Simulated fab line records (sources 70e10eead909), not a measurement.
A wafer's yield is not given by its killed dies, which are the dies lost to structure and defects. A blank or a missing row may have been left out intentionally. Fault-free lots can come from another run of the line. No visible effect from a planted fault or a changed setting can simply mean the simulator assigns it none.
fab line records | flow nandHarc
[record] lots = 13 wafers = 39 lastDay = 33
route steps=1302 shown A_CONTACT@1011
lots that met no fault: taken from a fault-free run of the same line
startH: start of the lot's first displayed wafer, in hours after the record's first day | waitH: how many hours have passed since the lot's step before this one | " repeats the value in the row above | L1.1+2: one row covering several wafers at once | - no value, or no start was given | * or withheld: withheld | < > ~ a bound
route shown NAME@n: NAME is a module with steps in the file, n the number in the route of the first one | usual: mean/standard deviation of fault-free wafers | same: alike in all rows | chamber/n: place in a boat | sites: readings site by site | _std_site: the values' standard deviation | _edge_site: inner sites' mean taken away from outer sites' mean | radiusMm: for every site, how far away it sits from the centre of the wafer | mask NAME#n: copy n | behind: the most recent tool/chamber to have shaped the wafer | hold: why the lot was held/for how many hours/how that ended | device: the n, p or np transistor that did not switch | end of line: tests of these same wafers at the route's end | a step without rows: its recipe alone | killed: the dies lost at the first sort to structure and to defects; this is not the yield of the wafer | map: shows each die of a wafer: x if killed, . if not, _ if none is there
set.NAME: the run value of the setting; set.NAME@STEP: its run value at that earlier step | model.NAME: the simulator's own value behind a step, which no gauge read
one table for each step of the route and one row for each wafer, over a sample of lots
services: a tool's chamber out of use, with start hour (startH, from the record's first day; less than 0 if before it), hours out, and reason
[[steps]]
[step NHARC_A_CONTACT_ETCH_117]
[recipe] sourceW = withheld pressureMtorr = 20 biasV = 3000 timeS = 190 targetDepthA = 18500 arFlowSccm = withheld c4f8FlowSccm = withheld o2FlowSccm = withheld chemistry = C4F8/O2/Ar
[usual] runLengthS = 190/0
// columns lot.wafer tool chamber startH waitH rfHoursCounterH runLengthS
L420.2 harCapEtch-02 1 500.49 0.1 79 190
L420.3 " 1 " " - 190
L420.5 " 1 " " - 190
L421.2 harCapEtch-03 0 511.57 0.1 39 190
L421.4 " 0 " " - 190
L421.6 " 1 " " - 190
L419.1 harCapEtch-02 1 511.74 0.1 83 190
L419.5 " 1 " " - 190
L419.6 " 0 " " - 190
L422.1 harCapEtch-03 0 514.16 0.1 41 190
L422.4 " 0 " " - 190
L422.3 " 1 " " - 190
L424.1 harCapEtch-02 0 556.48 0.1 94 190
L424.2 " 1 " " 94 190
L424.5 " 0 " " - 190
L426.2 harCapEtch-02 0 568.58 0.1 96 190
L426.4 " 0 " " - 190
L426.6 " 0 " " - 190
L434.4 harCapEtch-02 1 636.09 0.1 - 190
L434.3 " 0 " " - 190
L434.5 " 0 " " - 190
L436.2 harCapEtch-01 0 674.48 0.1 30 190
L436.4 " 0 " " - 190
L436.6 " 0 " " - 190
L438.1 harCapEtch-02 1 680.84 0.1 115 190
L438.2 " 0 " " 115 190
L438.4 " 0 " " - 190
L439.1 harCapEtch-01 1 696.29 0.2 34 190
L439.2 " 0 " " 34 190
L439.6 " 0 " " - 190
L440.4 harCapEtch-03 0 699.89 0.1 - 190
L440.3 " 1 " " - 190
L440.6 " 0 " " - 190
L441.4 harCapEtch-02 1 722.46 0.1 - 190
L441.3 " 0 " " - 190
L441.5 " 1 " " - 190
L442.3 harCapEtch-03 1 729.88 0.1 - 190
L442.4 " 0 " " - 190
L442.5 " 0 " " - 190
[step NHARC_A_CONTACT_ETCH_121]
[recipe] sourceW = withheld pressureMtorr = 20 biasV = 3000 timeS = 190 targetDepthA = 18500 arFlowSccm = withheld c4f8FlowSccm = withheld o2FlowSccm = withheld chemistry = C4F8/O2/Ar
[usual] runLengthS = 190/0
// columns lot.wafer tool chamber startH waitH rfHoursCounterH runLengthS
L420.2 harCapEtch-02 1 501.17 0.1 79 190
L420.3 " 1 " " - 190
L420.5 " 1 " " - 190
L421.2 harCapEtch-03 0 512.26 0.1 40 190
L421.4 " 0 " " - 190
L421.6 " 1 " " - 190
L419.1 harCapEtch-02 1 512.43 0.1 84 190
L419.5 " 1 " " - 190
L419.6 " 0 " " - 190
L422.1 harCapEtch-03 0 514.85 0.1 42 190
L422.4 " 0 " " - 190
L422.3 " 1 " " - 190
L424.1 harCapEtch-02 0 557.16 0.1 94 190
L424.2 " 1 " " 94 190
L424.5 " 0 " " - 190
L426.2 harCapEtch-02 0 569.26 0.1 97 190
L426.4 " 0 " " - 190
L426.6 " 0 " " - 190
L434.4 harCapEtch-02 1 636.78 0.1 - 190
L434.3 " 0 " " - 190
L434.5 " 0 " " - 190
L436.2 harCapEtch-01 0 675.17 0.1 31 190
L436.4 " 0 " " - 190
L436.6 " 0 " " - 190
L438.1 harCapEtch-02 1 681.52 0.1 115 190
L438.2 " 0 " " 115 190
L438.4 " 0 " " - 190
L439.1 harCapEtch-01 1 697.20 0.2 35 190
L439.2 " 0 " " 35 190
L439.6 " 0 " " - 190
L440.4 harCapEtch-03 0 700.57 0.1 - 190
L440.3 " 1 " " - 190
L440.6 " 0 " " - 190
L441.4 harCapEtch-02 1 723.14 0.1 - 190
L441.3 " 0 " " - 190
L441.5 " 1 " " - 190
L442.3 harCapEtch-03 1 730.56 0.1 - 190
L442.4 " 0 " " - 190
L442.5 " 0 " " - 190
[step NHARC_A_CONTACT_ETCH_90]
[recipe] targetDepthA = 400 overEtchFrac = 0.5 timeS = 85.7 ionEnergyEv = 120 ch3fFlowSccm = 50 o2FlowSccm = 30 arFlowSccm = 200 rfW = 500 biasW = 100 chemistry = CH3F/O2
[usual] ch3fFlowSccm = 50.02/0.16 drypumpMotorCurrentA = 5.8/0.44 oesProductAu = 0.96/0.04 rfVppV = 243.6/1.3 runLengthS = 107.1/0.35 showerheadPlenumPTorr = 2.40/0.085 throttleValvePct = 20.662/0.0087
// columns lot.wafer tool chamber startH waitH ch3fFlowSccm drypumpMotorCurrentA oesProductAu rfHoursCounterH rfVppV runLengthS showerheadPlenumPTorr throttleValvePct
L420.2 rieDiel-13 3 502.50 0.9 50.06 6.3 0.93 46 244.7 107.8 2.49 20.657
L420.3 " 0 " " 50.09 5.4 0.93 44 244.8 106.7 2.50 20.663
L420.5 " 3 " " 50.15 6.3 0.94 - 245.8 107.3 2.49 20.666
L421.4 rieDiel-13 0 513.57 0.7 49.96 5.3 0.92 47 244.3 106.5 2.49 20.663
L421.2 " 2 " " 49.95 5.7 0.92 48 244.0 106.7 2.41 20.673
L421.6 " 1 " " 50.09 5.4 0.92 - 246.2 107.4 2.60 20.656
L419.1 rieDiel-03 3 513.77 0.9 49.85 6.0 1.01 16 244.7 106.8 2.45 20.657
L419.6 " 2 " " 50.00 6.2 1.01 - 242.2 106.7 2.41 20.676
L419.5 " 3 " " 50.12 6.0 1.01 - 243.9 106.7 2.45 20.661
L422.3 rieDiel-12 0 516.17 0.6 49.78 5.2 1.00 8 241.7 107.1 2.32 20.659
L422.4 " 2 " " 50.16 6.4 1.01 9 241.7 107.2 2.32 20.656
L422.1 " 3 " " 50.18 5.7 1.00 9 244.5 107.7 2.50 20.675
L424.2 rieDiel-12 3 558.48 0.8 50.17 5.7 0.99 16 243.1 107.1 2.50 20.667
L424.1 " 2 " " 49.75 6.3 1.01 16 241.8 107.6 2.31 20.642
L424.5 " 0 " " 50.08 5.2 1.00 - 242.3 107.2 2.32 20.658
L426.2 rieDiel-12 3 570.58 0.9 49.94 5.7 0.92 19 244.6 107.5 2.50 20.661
L426.6 " 0 " " 49.80 5.2 0.94 - 242.9 70.8 2.32 20.673
L426.4 " 2 " " 49.76 6.4 0.93 - 243.4 107.2 2.31 20.647
L434.3 rieDiel-13 0 638.04 0.6 49.84 5.4 0.91 37 244.5 106.7 2.48 20.646
L434.4 " 1 " " 50.08 5.4 0.91 37 245.7 107.3 2.58 20.672
L434.5 " 1 " " 49.85 5.3 0.91 - 245.5 107.5 2.58 20.662
L436.4 rieDiel-12 0 676.49 0.7 49.95 5.2 1.02 8 243.0 107.3 2.31 20.646
L436.2 " 2 " " 49.83 6.3 1.00 6 242.2 107.2 2.31 20.684
L436.6 " 0 " " 50.07 5.2 1.01 - 243.3 106.7 2.31 20.656
L438.1 rieDiel-12 2 682.84 0.9 49.97 6.4 0.99 7 243.7 107.2 2.31 20.674
L438.4 " 3 " " 50.07 5.7 0.99 8 244.4 107.7 2.49 20.664
L438.2 " 0 " " 49.65 5.2 1.00 9 242.2 107.1 2.31 20.652
L439.2 rieDiel-03 1 698.83 0.9 50.03 5.1 0.96 23 243.7 107.8 2.39 20.656
L439.1 " 2 " " 49.96 6.2 0.96 23 243.4 106.5 2.38 20.673
L439.6 " 1 " " 49.90 5.1 0.95 - 243.1 107.0 2.39 20.664
L440.3 rieDiel-12 2 701.83 0.6 50.01 6.4 0.91 12 242.9 107.5 2.30 20.665
L440.4 " 3 " " 49.95 5.7 0.92 13 244.0 107.2 2.49 20.659
L440.6 " 1 " " 50.06 5.8 0.92 - 242.9 107.1 2.35 20.663
L441.3 rieDiel-12 2 724.40 0.6 49.79 6.4 0.99 14 242.3 107.1 2.30 20.662
L441.4 " 0 " " 50.29 5.2 1.01 17 243.2 107.1 2.30 20.643
L441.5 " 2 " " 49.71 6.4 0.99 - 241.9 107.4 2.30 20.656
L442.3 rieDiel-12 2 731.82 0.7 49.96 6.3 0.92 16 242.0 107.1 2.30 20.664
L442.4 " 3 " " 49.96 5.7 0.93 18 244.2 107.4 2.48 20.670
L442.5 " 3 " " 49.87 5.7 0.93 - 244.7 107.4 2.48 20.659
[step NHARC_A_CONTACT_ETCH_102]
[recipe] targetDepthA = 1000 overetchA = 100 timeS = 55 ionEnergyEv = 100 cf4FlowSccm = 80 o2FlowSccm = 20 arFlowSccm = 0 rfW = 300 biasW = 100 chemistry = CF4/O2
[usual] cf4FlowSccm = 79.96/0.23 drypumpMotorCurrentA = 5.8/0.44 oes_f_703_au = 1.001/0.0043 oesProductAu = 1.001/0.01 rfVppV = 197.0/1.3 runLengthS = 76.4/0.37 showerheadPlenumPTorr = 1.30/0.044 throttleValvePct = 13.397/0.0096
// columns lot.wafer tool chamber startH waitH cf4FlowSccm drypumpMotorCurrentA oes_f_703_au oesProductAu rfHoursCounterH rfVppV runLengthS showerheadPlenumPTorr throttleValvePct
L420.3 rieDiel-12 0 503.46 0.1 79.72 5.2 0.996 1.012 6 195.3 76.6 1.26 13.395
L420.2 " 1 " " 80.29 5.8 0.997 0.999 6 197.3 76.7 1.28 13.394
L420.5 " 1 " " 79.99 5.8 0.996 1.007 - 196.8 76.9 1.28 13.412
L421.2 rieDiel-12 0 514.08 0.1 80.17 5.2 1.003 1.009 8 195.1 76.4 1.26 13.406
L421.4 " 3 " " 80.06 5.7 0.999 0.990 9 199.4 76.3 1.36 13.393
L421.6 " 1 " " 80.08 5.8 1.000 1.008 - 196.3 76.4 1.28 13.382
L419.1 rieDiel-03 0 514.32 0.1 79.91 6.4 0.995 1.017 16 195.5 76.0 1.25 13.385
L419.5 " 1 " " 80.18 5.1 0.999 1.003 - 197.6 77.1 1.31 13.398
L419.6 " 2 " " 79.74 6.2 0.997 1.013 - 198.1 75.9 1.31 13.390
L422.4 rieDiel-12 0 516.72 0.1 80.09 5.2 0.996 1.004 8 196.1 76.1 1.26 13.389
L422.1 " 1 " " 80.43 5.8 0.998 1.009 8 196.9 76.6 1.28 13.399
L422.3 " 2 " " 80.09 6.3 0.992 1.015 9 194.7 76.5 1.26 13.379
L424.1 rieDiel-12 2 558.99 0.1 79.96 6.4 1.000 1.006 16 195.0 76.7 1.26 13.396
L424.2 " 0 " " 79.89 5.2 1.003 1.011 15 196.5 75.8 1.26 13.396
L424.5 " 1 " " 79.77 5.8 1.001 1.004 - 196.6 76.5 1.28 13.388
L426.2 rieDiel-12 2 571.17 0.1 80.21 6.3 0.992 1.003 20 195.4 76.8 1.26 13.398
L426.6 " 3 " " 79.80 5.7 1.000 1.004 - 197.7 76.3 1.36 13.403
L426.4 " 2 " " 80.16 6.3 1.003 1.012 - 196.1 76.7 1.26 13.383
L434.4 rieDiel-12 3 638.56 0.1 80.27 5.7 0.999 0.988 1 197.2 77.1 1.35 13.403
L434.3 " 0 " " 79.87 5.2 1.000 1.011 1 195.3 75.9 1.25 13.392
L434.5 " 1 " " 80.12 5.8 0.999 1.015 - 197.3 76.6 1.28 13.414
L436.4 rieDiel-13 0 677.01 0.1 79.89 5.3 1.006 0.971 50 198.1 76.5 1.34 13.388
L436.2 " 2 " " 79.78 5.7 1.003 1.003 48 196.0 76.3 1.30 13.400
L436.6 " 1 " " 79.70 5.3 0.999 0.986 - 200.1 76.5 1.40 13.390
L438.2 rieDiel-12 2 683.40 0.1 79.59 6.3 1.009 1.004 7 195.6 76.7 1.25 13.402
L438.4 " 0 " " 80.08 5.2 0.995 1.001 9 196.0 76.0 1.25 13.392
L438.1 " 1 " " 79.81 5.8 1.006 1.000 8 196.3 76.8 1.28 13.399
L439.2 rieDiel-03 3 699.42 0.1 79.68 6.0 1.002 0.997 26 197.3 76.5 1.32 13.405
L439.1 " 1 " " 80.32 5.1 1.000 1.018 23 197.5 76.9 1.30 13.397
L439.6 " 2 " " 79.97 6.2 1.001 0.992 - 196.5 76.4 1.29 13.415
L440.3 rieDiel-03 3 703.33 0.3 79.77 6.0 1.000 0.989 27 196.1 76.2 1.32 13.381
L440.6 " 3 " " 79.65 6.0 0.993 0.993 - 197.1 76.3 1.32 13.399
L440.4 " 1 " " 79.68 5.1 1.008 0.999 - 197.7 76.9 1.30 13.408
L441.3 rieDiel-03 2 724.91 0.0 80.09 6.2 1.003 1.012 30 196.7 75.7 1.29 13.397
L441.4 " 1 " " 80.14 5.1 0.999 1.017 30 197.1 76.6 1.30 13.398
L441.5 " 3 " " 80.18 6.0 0.995 1.005 - 197.9 76.1 1.32 13.403
L442.4 rieDiel-12 1 732.34 0.1 80.67 5.8 0.997 1.009 19 197.7 76.9 1.28 13.402
L442.3 " 2 " " 79.82 6.4 1.002 1.000 16 194.3 76.6 1.25 13.396
L442.5 " 0 " " 79.22 5.2 1.003 1.001 - 196.3 76.1 1.25 13.392
[[services]]
// columns tool chamber startH hours kind
rieDiel-12 0 478.90 - clean
rieDiel-12 1 478.90 - clean
rieDiel-12 2 478.90 - clean
rieDiel-12 3 478.90 - clean
rieDiel-03 - 482.56 0.4 repair
rieDiel-03 0 489.40 3.5 repair
harCapEtch-01 - 497.00 17.0 pm
rieDiel-12 0 503.40 - clean
rieDiel-12 1 503.40 - clean
rieDiel-12 2 503.40 - clean
rieDiel-12 3 503.40 - clean
rieDiel-13 - 519.01 9.0 pm
rieDiel-12 0 527.96 - clean
rieDiel-12 1 527.96 - clean
rieDiel-12 2 527.96 - clean
rieDiel-03 3 543.77 2.2 repair
rieDiel-03 3 547.88 7.5 repair
rieDiel-03 2 570.41 4.8 repair
rieDiel-12 - 622.40 9.0 pm
rieDiel-03 - 635.53 9.0 pm
rieDiel-03 0 663.50 44.1 repair
rieDiel-13 - 696.01 9.0 pm
rieDiel-12 2 715.95 3.5 repair
rieDiel-13 0 725.05 1.8 repair
[[key]]
[firstSign] step = NHARC_A_CONTACT_ETCH_90 reading = runLengthS direction = down sigmas = 99+ usual = * struck = *
effect none on later readings
metAt NHARC_A_CONTACT_ETCH_90
struckLots L426
struckWafers L426.6
laterRowsLeftOut L426.6
sortLeftOut L426.6
testerLeftOut L426
notActingAt NHARC_A_CONTACT_ETCH_117,NHARC_A_CONTACT_ETCH_121,NHARC_A_CONTACT_ETCH_102
onsetBetween 558.48 570.58
[fault] kind = processParameterDrift tool = rieDiel-12 chamber = 0 onsetH = 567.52 steps = NHARC_A_CONTACT_ETCH_90 channel = timeS offset = * shape = step endH = 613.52 actsIn = * stated = *
// testerLeftOut: of these lots the tester's yield and bins aren't shown, on N5 and GAA mostly nor the transistor test; their killed dies are dies lost to structure and defects alone, not to doping, threshold or leakage, so they don't give the yield
// sortLeftOut: the simulated sort isn't trusted on such a fault, so these wafers' sort isn't shown, and their yield isn't known
// laterRowsLeftOut: the simulator's readings of these wafers behind a module that went badly wrong aren't trusted and aren't shown, but for the sort
